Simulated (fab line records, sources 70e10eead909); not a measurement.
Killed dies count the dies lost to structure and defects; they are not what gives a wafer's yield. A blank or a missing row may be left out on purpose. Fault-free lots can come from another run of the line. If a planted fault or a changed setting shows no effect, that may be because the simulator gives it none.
One fault seen from 2 desks / flow nand-harc / what lay behind the numbers comes last; until then each desk has only its own

== AT THE METROLOGY DESK ==
What the gauges read, lot by lot, whatever tool the lot ran on: means of the sampled wafers that have a number. A lot is out of limits, marked OUT, if its mean lies more than 4 standard deviations from the usual mean; the brackets give that distance.
Columns: A = thk-nm at NHARC_A_ONON_D1_THK_MEAS_11, usual 1000 nm; B = thk-nm at NHARC_A_ONON_D1_THK_MEAS_30, usual 1000 nm; C = thk-nm at NHARC_A_ONON_D1_THK_MEAS_34, usual 200.3 nm
lot=L186; first seen here=day 7 19:07; A=1005; B=999; C=201.8
lot=L190; first seen here=day 9 14:20; A=991; B=1005; C=196.7
lot=L192; first seen here=day 10 14:02; A=1021; B=978; C=196.7
lot=L194; first seen here=day 11 13:10; A=1018; B=1005; C=202.2
lot=L201; first seen here=day 14 01:01; A=1002; B=1002; C=202.1
lot=L202; first seen here=day 14 04:56; A=1003; B=991; C=199.2
lot=L203; first seen here=day 14 16:51; A=984; B=1001; C=202.0
lot=L204; first seen here=day 15 09:02; A=984; B=992; C=203.6
lot=L205; first seen here=day 15 23:04; A=996; B=994; C=198.8
lot=L206; first seen here=day 15 23:04; A=1001; B=1002; C=198.4
lot=L209; first seen here=day 17 07:29; A=983; B=994; C=198.5
lot=L208; first seen here=day 17 07:30; A=1019; B=993; C=201.0
This desk's verdict: no lot among the 12 shows anything out of limits.

== DESK OF THE TOOL OWNER: pecvd-onon-01 ==
The tool's own readings at NHARC_A_ONON_D1_DEP_09 (target thk 1000 nm): means of the sampled wafers that have a number, for each lot that ran on this tool. A lot is out of limits, marked OUT, if its mean lies more than 4 standard deviations from the usual mean; the brackets give that distance.
Columns: A = n2-flow-sccm at NHARC_A_ONON_D1_DEP_09, usual 2751 sccm
lot=L192; first seen here=day 10 13:31; A=2753
lot=L194; first seen here=day 11 12:39; A=2763
lot=L204; first seen here=day 15 08:32; A=2753
lot=L209; first seen here=day 17 06:59; A=2744
This desk's verdict: no lot among the 4 shows anything out of limits.

== BROUGHT TOGETHER ==
Metrology desk: nothing out of limits seen.
The tool owner's desk saw nothing out of limits.

== WHAT THE SIMULATOR PUT IN ==
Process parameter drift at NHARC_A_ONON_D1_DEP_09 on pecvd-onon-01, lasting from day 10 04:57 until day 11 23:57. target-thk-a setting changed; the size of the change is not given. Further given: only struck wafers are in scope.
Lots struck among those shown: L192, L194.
